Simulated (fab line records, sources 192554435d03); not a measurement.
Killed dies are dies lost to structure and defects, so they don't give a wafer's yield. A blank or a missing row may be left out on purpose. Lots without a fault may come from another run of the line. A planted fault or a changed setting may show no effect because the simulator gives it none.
Chamber matching | flow n5_finfet | N5_BEOL_M4_ALD_98 on ald_sin-02: 4 sister chambers
The step deposits SiO2, target thk 2.5 nm, pulse time 1 s, co reactant pulse time 1 s. 16 wafers are shown with their chamber, then 8 later ones without.

WAFERS WITH THEIR CHAMBER
wafer  | chamber | heater_power_w (W) | precursor_pulse_height_rel
L075.1 | 2       | 65                 | 1.013
L075.3 | 0       | 87                 | 1.034
L075.5 | 1       | 66                 | 0.981
L077.3 | 3       | 68                 | 0.975
L077.5 | 0       | 86                 | 0.978
L077.6 | 1       | 66                 | 1.009
L078.2 | 0       | 89                 | 1.038
L078.4 | 2       | 67                 | 0.976
L078.6 | 2       | 67                 | 1.012
L082.2 | 0       | 87                 | 0.998
L082.3 | 1       | 67                 | 0.980
L082.5 | 2       | 66                 | 0.999
L084.1 | 3       | 67                 | 1.039
L084.2 | 0       | 89                 | 0.996
L084.4 | 2       | 66                 | 1.004
L085.2 | 2       | 65                 | 0.996

SIGNATURES (means of the wafers above)
reading                    | chamber 0 | chamber 1 | chamber 2 | chamber 3 | scatter within a chamber
heater_power_w             | 87.60     | 66.33     | 66.00     | 67.50     | 1.02
precursor_pulse_height_rel | 1.00880   | 0.99000   | 1.00000   | 1.00700   | 0.0228
Rule: a wafer's distance from a chamber is the root of the sum, over the readings, of the square of ((its reading less the chamber's mean) divided by the reading's scatter). The wafer belongs to the nearest chamber; if the next one is less than 2 further off, it can't be placed. The scatter: the root of (the sum of the squares of (reading less its chamber's mean) over the shown wafers, divided by (wafers less chambers)).

WAFERS WITHOUT THEIR CHAMBER
wafer  | heater_power_w (W) | precursor_pulse_height_rel
L085.3 | 65                 | 0.996
L085.5 | 65                 | 0.963
L091.1 | 66                 | 1.036
L091.3 | 89                 | 1.014
L091.5 | 66                 | 1.011
L095.1 | 67                 | 0.985
L095.2 | 65                 | 0.996
L095.4 | 88                 | 1.004

WHICH CHAMBER EACH WENT THROUGH
wafer  | from the rows above          | in truth
L085.3 | can't be placed: 2 or 1 or 3 | 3
L085.5 | can't be placed: 1 or 2 or 3 | 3
L091.1 | can't be placed: 2 or 3 or 1 | 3
L091.3 | 0                            | 0
L091.5 | can't be placed: 2 or 1 or 3 | 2
L095.1 | can't be placed: 1 or 3 or 2 | 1
L095.2 | can't be placed: 2 or 1 or 3 | 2
L095.4 | 0                            | 0
Placed correctly: 2 of 8. Can't be placed from these rows: 6 (the true chamber is among the candidates in 6). Placed wrongly: 0.
